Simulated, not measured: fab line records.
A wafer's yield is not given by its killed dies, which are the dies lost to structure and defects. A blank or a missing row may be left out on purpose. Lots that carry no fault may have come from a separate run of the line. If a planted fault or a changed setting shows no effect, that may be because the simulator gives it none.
Lot-split experiment	flow n5-finfet	21 wafers read across 7 lots, on a route 1938 steps long

## SPLIT DETAILS
At N5_BEOL_M10_ETCH_41 (etches SiCN in CH3F/O2, target depth 42.6 nm, time 86 s), the setting source-w was moved away from the recipe's 395 W on 6 of the 21 wafers read, by +5.3% to +16.6%. All remaining wafers had this setting at the recipe value.

The reading comes from the split's own step.

## THE READING
rf-vpp-V, in V, at N5_BEOL_M10_ETCH_41 (etches SiCN in CH3F/O2, target depth 42.6 nm, time 86 s). Fault-free wafers of this fab line usually give 297.2 V, standard deviation 1.5 V.

wafer	tool, chamber at the split	source-w as run, W	against the recipe	rf-vpp-V, V	against lot-mates on the recipe
L075.1	rie-diel-05, 2	395	recipe	298.1	-
L075.3	rie-diel-05, 0	395	recipe	295.8	-
L075.4	rie-diel-05, 0	395	recipe	294.4	-
L076.1	rie-diel-06, 3	395	recipe	293.8	-
L076.2	rie-diel-06, 0	395	recipe	297.9	-
L076.6	rie-diel-06, 0	395	recipe	296.8	-
L077.2	rie-diel-01, 1	415.8	+5.3%	291.5	no lot-mate on the recipe
L077.5	rie-diel-01, 1	415.8	+5.3%	291.8	no lot-mate on the recipe
L077.6	rie-diel-01, 0	415.8	+5.3%	289.6	no lot-mate on the recipe
L080.4	rie-diel-01, 0	395	recipe	294.8	-
L080.5	rie-diel-01, 1	395	recipe	297.3	-
L080.6	rie-diel-01, 2	395	recipe	296.9	-
L087.1	rie-diel-05, 0	395	recipe	295.5	-
L087.2	rie-diel-05, 1	460.6	+16.6%	281.9	-15.4
L087.4	rie-diel-05, 2	395	recipe	299.1	-
L089.2	rie-diel-06, 2	436	+10.4%	290.8	-8.6
L089.3	rie-diel-06, 3	395	recipe	299.4	-
L089.5	rie-diel-06, 2	436	+10.4%	289.8	-9.6
L090.1	rie-diel-05, 2	395	recipe	299.6	-
L090.2	rie-diel-05, 0	395	recipe	295.0	-
L090.4	rie-diel-05, 1	395	recipe	295.4	-

FIT RESULTS
A straight line over all 21 wafers: rf-vpp-V changes by -0.805 V for each +1% of source-w; r = -0.90; the points scatter about the line by 1.9 V.
The same after taking each lot's own level away (the mean of its wafers on the recipe; 18 wafers): -0.906 V for each +1%; r = -0.95; scatter 1.6 V.
The reading moves by 15 V for the largest change in source-w, on that fit.
The span of the lots' own levels, 296.10 to 299.40 V, comes to 2.2 times the standard deviation stated above.
So the slope is not independent of the lot-to-lot level: the two fits are not the same.
Check: -14.6 V against its lot-mates is what the line predicts for one of the wafers moved furthest among these (+16.6%) when that wafer is left out of the fit. Against them it came out at -15.4 V.
Tool readings at the split's step, against how far the setting was moved: rf-vpp-V r = -0.90.

## THESE WAFERS: OTHER SPLITS
These wafers also went through other splits before the reading. Each is held against what the fit with the lots' levels taken away leaves over:
other split on the same wafers	wafers away from the commonest value	r with rf-vpp-V (lot level and that fit taken away)
N5_BEOL_M5_HM_DEP_02 target-thk-a	11	-0.13
N5_BEOL_M5_ETCH_41 source-w	7	+0.19
N5_BEOL_M7_PECVD_70 temp-c	6	-0.32
N5_BEOL_M7_HM_DEP_02 target-thk-a	9	-0.36
N5_BEOL_M7_DESCUM_33 time-s	11	+0.07
N5_BEOL_M7_VIA_ETCH_34 source-w	6	+0.44
N5_BEOL_M8_ETCH_65 source-w	5	-0.21
N5_BEOL_M10_COAT_22 spin-rpm	7	-0.19
N5_BEOL_M10_EXPOSE_25 dose-mj	8	-0.23

## THE FILE'S OWN FIT
rf-vpp-V changes by -0.911 V for each +1% of source-w, r = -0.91.
